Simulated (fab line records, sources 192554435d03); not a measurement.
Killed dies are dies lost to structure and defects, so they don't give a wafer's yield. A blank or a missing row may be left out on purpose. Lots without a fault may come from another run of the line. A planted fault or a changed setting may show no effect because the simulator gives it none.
Split-lot experiment | flow n5_finfet | 7 lots, 21 wafers read, on a route of 1938 steps

THE SPLIT
At N5_BEOL_M5_HM_DEP_02 (deposits TiN, target thk 20 nm), the setting target_thk_a was moved away from the recipe's 200 angstrom on 6 of the 21 wafers read, by -7.8% to +10.5%. The other wafers ran this setting at the recipe's value.

The reading is taken at the split's own step.

THE READING
TiN_of_BEOL_M5_HM_DEP_02.thk_nm (the simulator's own value, which no gauge read), in nm, at N5_BEOL_M5_HM_DEP_02 (deposits TiN, target thk 20 nm). The file gives no usual value for it. The 15 wafers here that ran the recipe average 19.9 nm, standard deviation 0.3 nm.

wafer  | tool, chamber at the split | target_thk_a as run, angstrom | against the recipe | TiN_of_BEOL_M5_HM_DEP_02.thk_nm, nm | against lot-mates on the recipe
L076.1 | pvd_sputter-01, -          | 200                           | recipe             | 20.2                                | -
L076.3 | pvd_sputter-01, -          | 200                           | recipe             | 20.4                                | -
L076.6 | pvd_sputter-01, -          | 212.6                         | +6.3%              | 21.8                                | +1.5
L077.1 | pvd_sputter-03, -          | 200                           | recipe             | 19.6                                | -
L077.2 | pvd_sputter-03, -          | 210.4                         | +5.2%              | 21                                  | +1.4
L077.6 | pvd_sputter-03, -          | 210.4                         | +5.2%              | 20.8                                | +1.2
L081.1 | pvd_sputter-02, -          | 200                           | recipe             | 19.8                                | -
L081.2 | pvd_sputter-02, -          | 200                           | recipe             | 19.6                                | -
L081.3 | pvd_sputter-02, -          | 200                           | recipe             | 19.6                                | -
L084.2 | pvd_sputter-01, -          | 200                           | recipe             | 20.2                                | -
L084.4 | pvd_sputter-01, -          | 200                           | recipe             | 19.8                                | -
L084.6 | pvd_sputter-01, -          | 200                           | recipe             | 20.4                                | -
L085.1 | pvd_sputter-02, -          | 184.3                         | -7.8%              | 18.4                                | -1.4
L085.2 | pvd_sputter-02, -          | 200                           | recipe             | 19.8                                | -
L085.5 | pvd_sputter-02, -          | 200                           | recipe             | 19.8                                | -
L088.1 | pvd_sputter-01, -          | 200                           | recipe             | 19.4                                | -
L088.5 | pvd_sputter-01, -          | 215.9                         | +8.0%              | 21.6                                | +1.9
L088.6 | pvd_sputter-01, -          | 200                           | recipe             | 20                                  | -
L094.1 | pvd_sputter-02, -          | 200                           | recipe             | 19.8                                | -
L094.3 | pvd_sputter-02, -          | 221.1                         | +10.5%             | 21.8                                | +2.1
L094.6 | pvd_sputter-02, -          | 200                           | recipe             | 19.6                                | -

THE FIT
A straight line over all 21 wafers: TiN_of_BEOL_M5_HM_DEP_02.thk_nm changes by +0.206 nm for each +1% of target_thk_a; r = +0.93; the points scatter about the line by 0.31 nm.
The same after taking each lot's own level away (the mean of its wafers on the recipe; 21 wafers): +0.212 nm for each +1%; r = +0.98; scatter 0.19 nm.
On that fit, the largest move of target_thk_a shifts the reading by 2.2 nm.
The lots' own levels span 19.60 to 20.30 nm, that is 2.3 times the standard deviation above.
So the lot-to-lot level changes the slope little: the two slopes agree.
Check: with one of the wafers moved furthest among these (+10.5%) left out of the fit, the line predicts +2.38 nm for it against its lot-mates. It came out at +2.1 nm against them.

OTHER SPLITS ON THESE WAFERS
These wafers also went through other splits before the reading. Each is held against what the fit with the lots' levels taken away leaves over:
other split on the same wafers | wafers away from the commonest value | r with TiN_of_BEOL_M5_HM_DEP_02.thk_nm (lot level and that fit taken away)
N5_BEOL_M2_COAT_22 spin_rpm    | 9                                    | -0.05
N5_BEOL_M2_ETCH_69 bias_w      | 8                                    | -0.09
N5_BEOL_M3_ETCH_64 bias_w      | 6                                    | +0.12
N5_BEOL_M3_COAT_76 spin_rpm    | 8                                    | +0.13
N5_BEOL_M4_ILD_DEP_00 time_s   | 6                                    | -0.17
N5_BEOL_M4_COAT_62 spin_rpm    | 12                                   | +0.50

THE FILE'S OWN FIT
TiN_of_BEOL_M5_HM_DEP_02.thk_nm changes by +0.213 nm for each +1% of target_thk_a, r = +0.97.
